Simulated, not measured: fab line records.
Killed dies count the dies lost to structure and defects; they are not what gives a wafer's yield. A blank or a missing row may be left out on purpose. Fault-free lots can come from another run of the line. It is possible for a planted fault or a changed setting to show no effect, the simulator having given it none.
fab line records -- flow nand-harc
record: lots: 6, wafers: 18, last-day: 32
route steps=1302 shown A_CONTACT@1070 END@1302
lots that met no fault: from a run of the same line without faults
start-h: the number of hours between the record's first day and the start of the first shown wafer of the lot -- wait-h: time in hours since the lot's previous step -- " same as the row above -- L1.1+2: one row covering several wafers at once -- - no value, or no start given -- * or withheld: withheld -- < > ~ a bound
route shown NAME@n: names a module that has steps shown in the file, with the first one's number in the route -- usual: the fault-free wafers' mean and standard deviation -- same: alike in all rows -- chamber/n: place in a boat -- sites: each site's reading -- _std_site: the standard deviation of these -- _edge_site: outer sites' mean less inner sites' -- radius-mm: how far each site lies from the wafer's centre -- mask NAME#n: copy n -- behind: tool/chamber where the wafer was last shaped -- hold: why the lot was held/for how many hours/how that ended -- device: whichever transistor did not switch (one of n, p or np) -- end of line: the route-end tests of the same wafers -- a step without rows: its recipe alone -- killed: dies that structure and defects cost at the first sort, which is not the same as the wafer's yield -- map: shows each die of a wafer: x if killed, . if not, _ if none is there
set.NAME: the setting the step ran with; set.NAME@STEP: the setting that earlier step ran with -- model.NAME: the simulator's own value behind a step, which no gauge read
lots seen at some steps along the route; tables by step, rows by wafer
services: when a tool's chamber went out of use (start-h, in hours from the record's first day, below 0 if earlier), for how many hours, and the reason
== steps ==
step: NHARC_A_CONTACT_COAT_86
recipe: temp-c: 260, time-s: 75
step: NHARC_A_CONTACT_COAT_87
recipe: temp-c: 225, time-s: 65
step: NHARC_A_CONTACT_COAT_02
recipe: spin-rpm: 1500, resist-thk-nm: 90
step: NHARC_A_CONTACT_SOFTBAKE_03
recipe: temp-c: 105, time-s: 55
step: NHARC_A_CONTACT_EBR_04
step: NHARC_A_CONTACT_EXPOSE_05
recipe: na: 1.35, sigma-outer: 0.8, dose-mj: 84.24, mask-id: A_CC
step: NHARC_A_CONTACT_PEB_06
recipe: peb-temp-c: 100, peb-time-s: 65
step: NHARC_A_CONTACT_DEVELOP_07
recipe: develop-time-s: 35, dev-temp-c: 23
step: NHARC_A_CONTACT_CD_MEAS_08
recipe: target-cd-nm: 200, landing-energy-ev: 500
usual: cd-nm: 200.0/0.39
lot.wafer,tool,chamber,start-h,wait-h,cd-nm
L877.3,cd-sem-01,0,531.14,-,199.4
L877.4,cd-sem-01,0,531.14,-,200.6
L877.6,cd-sem-01,0,531.14,-,200.0
L879.2,cd-sem-03,0,548.61,-,200.4
L879.4,cd-sem-03,0,548.61,-,199.4
L879.6,cd-sem-03,0,548.61,-,200.0
L880.1,cd-sem-03,0,574.33,-,200.3
L880.3,cd-sem-03,0,574.33,-,200.4
L880.4,cd-sem-03,0,574.33,-,199.9
L889.2,cd-sem-03,0,648.24,-,199.8
L889.5,cd-sem-03,0,648.24,-,199.9
L889.6,cd-sem-03,0,648.24,-,199.9
L895.4,cd-sem-01,0,698.65,-,199.8
L895.5,cd-sem-01,0,698.65,-,200.5
L895.6,cd-sem-01,0,698.65,-,200.4
L894.1,cd-sem-03,0,715.49,-,199.7
L894.3,cd-sem-03,0,715.49,-,199.9
L894.4,cd-sem-03,0,715.49,-,200.0
step: NHARC_A_CONTACT_OVL_MEAS_09
usual: overlay-x-nm: -0.2/0.82, overlay-y-nm: 0.1/0.84
lot.wafer,tool,chamber,start-h,wait-h,overlay-x-nm,overlay-y-nm
L877.3,overlay-02,-,531.22,-,-0.5,0.3
L877.4,overlay-02,-,531.22,-,-0.2,-0.2
L877.6,overlay-02,-,531.22,-,-0.9,0.2
L879.2,overlay-02,-,548.70,-,-0.8,-0.4
L879.4,overlay-02,-,548.70,-,-1.1,-0.8
L879.6,overlay-02,-,548.70,-,-0.8,-0.5
L880.1,overlay-01,-,574.41,-,0.5,-0.5
L880.3,overlay-01,-,574.41,-,0.3,-0.5
L880.4,overlay-01,-,574.41,-,0.1,0.0
L889.2,overlay-02,-,648.32,-,1.2,1.5
L889.5,overlay-02,-,648.32,-,1.3,1.9
L889.6,overlay-02,-,648.32,-,1.2,2.6
L895.4,overlay-01,-,698.73,-,0.8,-0.4
L895.5,overlay-01,-,698.73,-,-0.3,-0.7
L895.6,overlay-01,-,698.73,-,0.3,-0.4
L894.1,overlay-01,-,715.58,-,0.0,0.9
L894.3,overlay-01,-,715.58,-,-0.4,0.9
L894.4,overlay-01,-,715.58,-,0.1,1.2
step: NHARC_A_CONTACT_INSPECT_10
usual: raw-defect-count: 86/28
lot.wafer,tool,chamber,start-h,wait-h,raw-defect-count
L877.3,defect-inspect-01,-,531.26,0.0,107
L877.4,defect-inspect-01,-,531.26,0.0,108
L877.6,defect-inspect-01,-,531.26,0.0,105
L879.2,defect-inspect-01,-,548.73,0.0,33
L879.4,defect-inspect-01,-,548.73,0.0,29
L879.6,defect-inspect-01,-,548.73,0.0,30
L880.1,defect-inspect-02,-,574.45,0.0,82
L880.3,defect-inspect-02,-,574.45,0.0,74
L880.4,defect-inspect-02,-,574.45,0.0,71
L889.2,defect-inspect-02,-,648.36,0.0,78
L889.5,defect-inspect-02,-,648.36,0.0,68
L889.6,defect-inspect-02,-,648.36,0.0,84
L895.4,defect-inspect-02,-,698.77,0.0,69
L895.5,defect-inspect-02,-,698.77,0.0,74
L895.6,defect-inspect-02,-,698.77,0.0,82
L894.1,defect-inspect-01,-,715.62,0.0,92
L894.3,defect-inspect-01,-,715.62,0.0,128
L894.4,defect-inspect-01,-,715.62,0.0,103
step: NHARC_A_CONTACT_DESCUM_13
recipe: time-s: 3, o2-flow-sccm: 200, ar-flow-sccm: 0, bias-power-w: 0, chemistry: O2
usual: drypump-motor-current-A: 5.8/0.45, o2-flow-sccm: 200.1/0.63, oes-product-au: 1.003/0.0075, rf-vpp-V: 57.9/0.89, showerhead-plenum-p-Torr: 1.93/0.069, throttle-valve-pct: 11.312/0.01
lot.wafer,tool,chamber,start-h,wait-h,drypump-motor-current-A,o2-flow-sccm,oes-product-au,rf-hours-counter-h,rf-vpp-V,showerhead-plenum-p-Torr,throttle-valve-pct
L877.4,rie-diel-11,3,531.32,0.1,5.7,199.7,1.016,30,57.8,1.97,11.323
L877.3,rie-diel-11,1,531.32,0.1,5.7,200.0,1.011,27,57.4,1.84,11.306
L877.6,rie-diel-11,2,531.32,0.1,5.8,200.3,1.005,-,57.1,2.07,11.325
L879.2,rie-diel-03,2,548.81,0.1,5.9,199.9,1.009,14,57.4,1.86,11.317
L879.4,rie-diel-03,3,548.81,0.1,6.5,199.6,0.991,13,58.1,1.98,11.307
L879.6,rie-diel-03,1,548.81,0.1,6.1,200.1,1.002,-,56.8,1.99,11.305
L880.1,rie-diel-03,3,574.51,0.1,6.5,198.3,0.998,15,59.1,1.98,11.327
L880.4,rie-diel-03,0,574.51,0.1,5.3,199.4,0.997,14,57.6,1.93,11.306
L880.3,rie-diel-03,2,574.51,0.1,5.9,200.1,1.006,15,57.4,1.86,11.315
L889.2,rie-diel-03,0,648.43,0.1,5.2,199.8,0.986,0,58.1,1.93,11.312
L889.6,rie-diel-03,3,648.43,0.1,6.5,200.1,0.995,-,58.6,1.97,11.312
L889.5,rie-diel-03,0,648.43,0.1,5.2,199.7,0.998,-,56.8,1.92,11.318
L895.4,rie-diel-03,0,698.85,0.1,5.3,199.9,1.000,7,58.8,1.92,11.310
L895.5,rie-diel-03,2,698.85,0.1,5.9,200.6,1.002,-,58.9,1.85,11.291
L895.6,rie-diel-03,3,698.85,0.1,6.5,199.5,1.005,-,57.9,1.97,11.334
L894.3,rie-diel-03,0,715.69,0.1,5.3,199.9,1.005,9,57.8,1.92,11.311
L894.4,rie-diel-03,1,715.69,0.1,6.1,200.9,1.006,10,59.0,1.99,11.313
L894.1,rie-diel-03,2,715.69,0.1,5.9,199.3,1.017,11,58.8,1.85,11.309
step: NHARC_A_CONTACT_ETCH_88
recipe: target-depth-a: 390, over-etch-frac: 0.3, time-s: 65, ion-energy-ev: 80, cf4-flow-sccm: 150, ar-flow-sccm: 0, rf-w: 300, bias-w: 100, chemistry: CF4
usual: bias-w: 100.00/0.29, drypump-motor-current-A: 5.8/0.43, oes-product-au: 1.003/0.007, rf-fwd-power-W: 297.3/1.3, rf-vpp-V: 151.6/1, run-length-s: 86.3/0.48, showerhead-plenum-p-Torr: 1.79/0.058, throttle-valve-pct: 13.283/0.0082
lot.wafer,tool,chamber,start-h,wait-h,bias-w,drypump-motor-current-A,oes-product-au,rf-fwd-power-W,rf-hours-counter-h,rf-vpp-V,run-length-s,showerhead-plenum-p-Torr,throttle-valve-pct
L877.4,rie-diel-11,2,531.40,0.1,100.19,5.8,1.002,298.1,24,153.0,87.2,1.90,13.281
L877.3,rie-diel-11,1,531.40,0.1,100.33,5.8,1.014,297.1,27,150.1,85.7,1.70,13.270
L877.6,rie-diel-11,3,531.40,0.1,100.06,5.7,1.013,297.7,-,150.9,87.3,1.82,13.296
L879.4,rie-diel-03,0,548.89,0.1,-,5.3,0.992,-,12,150.6,68.8,1.78,13.300
L879.2,rie-diel-03,2,548.89,0.1,-,5.9,1.004,-,14,150.2,68.9,1.72,13.280
L879.6,rie-diel-03,3,548.89,0.1,-,6.5,0.993,-,-,152.5,68.2,1.82,13.284
L880.3,rie-diel-03,0,574.60,0.1,-,5.3,0.992,-,14,150.8,68.0,1.78,13.276
L880.4,rie-diel-03,1,574.60,0.1,-,6.1,1.007,-,14,151.6,68.9,1.84,13.266
L880.1,rie-diel-03,2,574.60,0.1,-,5.9,1.009,-,15,151.0,69.0,1.72,13.269
L889.2,rie-diel-03,2,648.50,0.1,99.76,5.9,1.008,295.8,0,151.5,86.5,1.72,13.272
L889.5,rie-diel-03,2,648.50,0.1,99.96,5.9,1.008,297.3,-,150.4,86.7,1.72,13.278
L889.6,rie-diel-03,3,648.50,0.1,99.87,6.5,1.005,298.5,-,151.8,86.0,1.82,13.279
L895.4,rie-diel-03,0,698.92,0.1,99.76,5.3,0.998,297.3,7,150.3,85.5,1.78,13.282
L895.6,rie-diel-03,3,698.92,0.1,100.48,6.5,1.008,298.4,-,150.8,85.8,1.82,13.283
L895.5,rie-diel-03,0,698.92,0.1,99.90,5.3,0.998,297.2,-,152.5,85.7,1.78,13.286
L894.3,rie-diel-03,2,715.77,0.1,99.81,5.9,1.011,295.8,11,150.1,86.4,1.72,13.282
L894.4,rie-diel-03,3,715.77,0.1,99.59,6.5,1.005,300.5,10,150.7,85.7,1.82,13.301
L894.1,rie-diel-03,0,715.77,0.1,99.98,5.3,0.994,296.2,9,152.2,85.5,1.78,13.292
step: NHARC_A_CONTACT_ETCH_89
recipe: target-depth-a: 2600, over-etch-frac: 0.3, time-s: 475.3, ion-energy-ev: 200, n2-flow-sccm: 150, h2-flow-sccm: 150, ar-flow-sccm: 0, rf-w: 400, bias-w: 150, chemistry: N2/H2
usual: bias-w: 150.0/0.48, drypump-motor-current-A: 5.8/0.43, oes-product-au: 1.002/0.0072, rf-fwd-power-W: 399.5/1.1, rf-vpp-V: 431.0/2.2, run-length-s: 496.6/0.49, showerhead-plenum-p-Torr: 2.06/0.075, throttle-valve-pct: 14.172/0.0093
lot.wafer,tool,chamber,start-h,wait-h,bias-w,drypump-motor-current-A,oes-product-au,rf-fwd-power-W,rf-hours-counter-h,rf-vpp-V,run-length-s,showerhead-plenum-p-Torr,throttle-valve-pct
L877.4,rie-diel-11,0,-,-,150.7,5.3,0.994,401.5,33,425.9,496.8,1.89,14.161
L877.3,rie-diel-11,2,-,-,150.8,5.8,0.992,399.5,24,435.4,497.9,2.21,14.171
L877.6,rie-diel-11,1,-,-,150.0,5.8,1.010,399.6,-,428.0,496.4,1.95,14.186
L879.2,rie-diel-03,1,-,-,150.1,6.1,1.000,399.7,13,433.0,496.1,2.13,14.174
L879.4,rie-diel-03,2,-,-,149.7,5.9,1.011,399.2,14,428.6,497.0,1.98,14.187
L879.6,rie-diel-03,3,-,-,149.5,6.5,1.008,399.5,-,433.6,495.9,2.11,14.178
L880.3,rie-diel-03,0,-,-,149.5,5.3,0.993,400.9,14,430.2,495.9,2.06,14.167
L880.1,rie-diel-03,1,-,-,150.6,6.1,0.991,399.4,14,432.4,496.4,2.13,14.167
L880.4,rie-diel-03,3,-,-,150.2,6.5,0.996,399.4,15,432.7,496.2,2.11,14.167
L889.2,rie-diel-03,3,-,-,150.3,6.5,0.997,401.2,0,432.6,496.2,2.11,14.170
L889.5,rie-diel-03,3,-,-,150.5,6.5,0.995,398.1,-,432.1,496.2,2.10,14.175
L889.6,rie-diel-03,0,-,-,150.1,5.3,0.992,398.0,-,430.0,495.8,2.05,14.169
L895.4,rie-diel-03,3,-,-,149.6,6.5,0.999,400.8,8,430.8,496.2,2.10,14.173
L895.6,rie-diel-03,1,-,-,149.2,6.2,0.999,398.7,-,433.3,496.2,2.12,14.171
L895.5,rie-diel-03,2,-,-,150.3,5.9,1.004,397.6,-,427.8,496.6,1.98,14.175
L894.4,rie-diel-03,1,-,-,150.2,6.2,0.994,397.1,10,431.5,496.5,2.12,14.166
L894.1,rie-diel-03,2,-,-,149.4,5.9,0.998,397.9,11,427.5,496.9,1.97,14.175
L894.3,rie-diel-03,3,-,-,150.7,6.5,1.005,399.6,10,432.1,496.1,2.10,14.164
step: NHARC_END_SORT_01
recipe: temp-c: 25
usual: killed-at-array: 62/16, killed-at-other: 0.8/1.1, killed-at-periphery: 4/3.2, killed-dies: 67/16, killed-open: 3.5/1.9, killed-short: 2.1/1.5
same: gross-dies: 677
lot.wafer,tool,chamber,start-h,wait-h,killed-at-array,killed-at-other,killed-at-periphery,killed-dies,killed-open,killed-short
L879.2,prober-02,0,602.69,2.8,175,0,4,179,5,0
L879.4,prober-02,0,604.30,3.4,167,2,3,172,3,5
L879.6,prober-02,0,605.92,4.0,143,0,5,148,8,3
L880.1,prober-01,0,631.23,2.5,164,3,2,169,4,5
L880.3,prober-01,0,632.82,3.1,169,3,4,176,2,0
L880.4,prober-01,0,633.62,3.4,269,1,8,278,3,2
killed by level:class
L879.2 A_CONTACT:area-etch=143 A_STAIRCASE:chamber-film-flake=11 A_CHANNEL_HOLE_D2:chamber-film-flake=8 A_CHANNEL_HOLE_D1:chamber-film-flake=4 A_DECK1_JOINT:chamber-film-flake=2 A_CHANNEL_FILL_D2:chamber-film-flake=2 A_CONTACT:chamber-film-flake=2 P_M0:geometric-particle:open=1
L879.4 A_CONTACT:area-etch=141 A_CHANNEL_HOLE_D2:chamber-film-flake=9 A_CHANNEL_HOLE_D1:chamber-film-flake=5 P_CONTACT:geometric-particle:open=3 A_STAIRCASE:chamber-film-flake=3 A_CONTACT:chamber-film-flake=2 THIN_TSV:chamber-film-flake=2 A_CHANNEL_FILL_D1:geometric-particle:short=1
L879.6 A_CONTACT:area-etch=108 A_CHANNEL_HOLE_D2:chamber-film-flake=9 A_STAIRCASE:chamber-film-flake=5 A_CONTACT:chamber-film-flake=5 A_CHANNEL_FILL_D2:geometric-particle:open=3 P_CONTACT:geometric-particle:open=2 A_WL_FILL:geometric-particle:open=2 P_GATE:chamber-film-flake=2
L880.1 A_CONTACT:area-etch=100 A_CHANNEL_HOLE_D1:chamber-film-flake=29 A_CHANNEL_HOLE_D2:chamber-film-flake=15 A_CONTACT:chamber-film-flake=3 THIN_TSV:chamber-film-flake=3 A_CHANNEL_FILL_D2:geometric-particle:short=2 A_SGD_CUT:geometric-particle:open=2 A_ZERO_WELL:chamber-film-flake=2
L880.3 A_CONTACT:area-etch=118 A_CHANNEL_HOLE_D1:chamber-film-flake=30 A_CHANNEL_HOLE_D2:chamber-film-flake=16 P_CONTACT:chamber-film-flake=3 THIN_TSV:chamber-film-flake=3 A_WL_FILL:chamber-film-flake=2 P_CONTACT:geometric-particle:open=1 A_WL_FILL:geometric-particle:open=1
L880.4 A_CONTACT:area-etch=209 A_CHANNEL_HOLE_D1:chamber-film-flake=30 A_CHANNEL_HOLE_D2:chamber-film-flake=16 P_CONTACT:chamber-film-flake=4 A_CONTACT:chamber-film-flake=4 A_WL_FILL:chamber-film-flake=4 A_ZERO_WELL:chamber-film-flake=2 P_GATE:geometric-particle:open=1
map L879.2 (x killed, . not)
____________x____________
_________xx..xxx_________
_______x...x..xxx._______
______xx.x.xxx..xx.______
_____xxxxxxx.....xxx_____
____xxxx..xx.xx.xx.xx____
____xxxx....x.x..xxxx____
___.x.x.x....xx..xx.xx___
___xxxx.xx.x.x....xx..___
__.x.........x.xx.xx.xx__
__xxx.....x....x....xxx__
_..xx......x........x..x_
_xx...x................x_
_xx.............x.....x._
_x...x.................x_
_.x....................x_
xx...x....x.........x...x
xxx.x...x..............xx
xx.....................x.
xx.x.x................x.x
x........x....x.....x..xx
_x.x..............x....._
_.xx....x..............._
_x.x..x............x...x_
_x..x.......x..x.......x_
_.....x................._
__x..x.........x..x...x__
__x....x...............__
___.x....x............___
___x...........x....x.___
____.............x.xx____
____.....x....xx..x..____
_____x.......x..x..._____
______.........x.x.______
_______.........xx_______
_________xxx...._________
____________x____________
map L880.4 (x killed, . not)
____________.____________
_________.x....._________
_______..........._______
______.............______
_____.......x......._____
____....x.x..........____
____..x.xx...x....x..____
___...x...............___
___......x.x...xx.....___
__......x.xxx.x..x.....__
__...x.x....xx.xx...x..__
_....xxxxx.x..xx...x...._
_.....xxxxx.xx.xxx.xx.x._
_...x.xxx..xxx.x....x..._
_....x.x..xxxx...xxx...x_
_..x..xxxxxxx.xxxxxxx..._
.....xxxxxxxx..x..xx.x...
.x..x.xxxxxx.xxxxxxxxx.x.
..xxxx..xxxxxxx.xx..xxxxx
.....x.xxxx.xxx.xxxx.xxxx
....xx..x.xxxxxxxxxxxxxxx
_....x.xxxxxxx.xx.xxxxxx_
_..xx.xxxx.x.xxxx.x.x.x._
_.....x.xx.xx.xxxx.xx..._
_........xxx.x.xxx......_
_....x.xxxx.x.x.x..x...._
__x...xxxxx.xx....x....__
__.......x.x.x...x.x...__
___....xx.xxxxxxxxx...___
___.....x.....xxxxx...___
____.x.xxx.x.xxx..x.x____
____...x......xx..xxx____
_____....x...x.xx.xx_____
______..x..........______
_______.xx........_______
_________......._________
____________.____________
== services ==
tool,chamber,start-h,hours,kind
rie-diel-03,0,516.92,-,clean
rie-diel-03,1,516.92,-,clean
rie-diel-03,2,516.92,-,clean
rie-diel-03,3,516.92,-,clean
rie-diel-03,0,541.42,-,clean
rie-diel-03,1,541.42,-,clean
rie-diel-03,2,541.42,-,clean
rie-diel-03,3,541.42,-,clean
rie-diel-03,0,565.92,-,clean
rie-diel-03,1,565.92,-,clean
rie-diel-03,2,565.92,-,clean
rie-diel-03,3,565.92,-,clean
rie-diel-03,0,583.13,5.1,repair
rie-diel-03,0,590.42,-,clean
rie-diel-03,1,590.42,-,clean
rie-diel-03,2,590.42,-,clean
rie-diel-03,3,590.42,-,clean
rie-diel-11,1,593.13,14.8,repair
rie-diel-11,-,612.05,9.0,pm
rie-diel-03,0,614.97,-,clean
rie-diel-03,1,614.97,-,clean
rie-diel-11,3,632.52,1.7,repair
rie-diel-03,-,635.30,9.0,pm
rie-diel-11,2,714.40,3.5,repair
== key ==
first-sign: step: NHARC_A_CONTACT_ETCH_88, reading: run-length-s, direction: down, sigmas: 36, usual: *, struck: *
effect: step: NHARC_END_SORT_01, reading: killed-at-array, direction: up, sigmas: 7.3, usual: 62, struck: 181
more-kills-born-at: NHARC_A_CONTACT_ETCH_88@rie-diel-03: 819
met-at NHARC_A_CONTACT_ETCH_88
struck-wafers L879.2,L879.4,L879.6,L880.1,L880.3,L880.4
tester-left-out L879,L880
fault: kind: process-parameter-drift, tool: rie-diel-03, chamber: -, onset-h: 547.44, steps: NHARC_A_CONTACT_ETCH_88, channel: time-s, offset: *, shape: step, end-h: 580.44, acts-in: *, stated: *
tester-left-out: of these lots the tester's yield and bins aren't shown, on N5 and GAA mostly nor the transistor test; their killed dies are dies lost to structure and defects alone, not to doping, threshold or leakage, so they don't give the yield
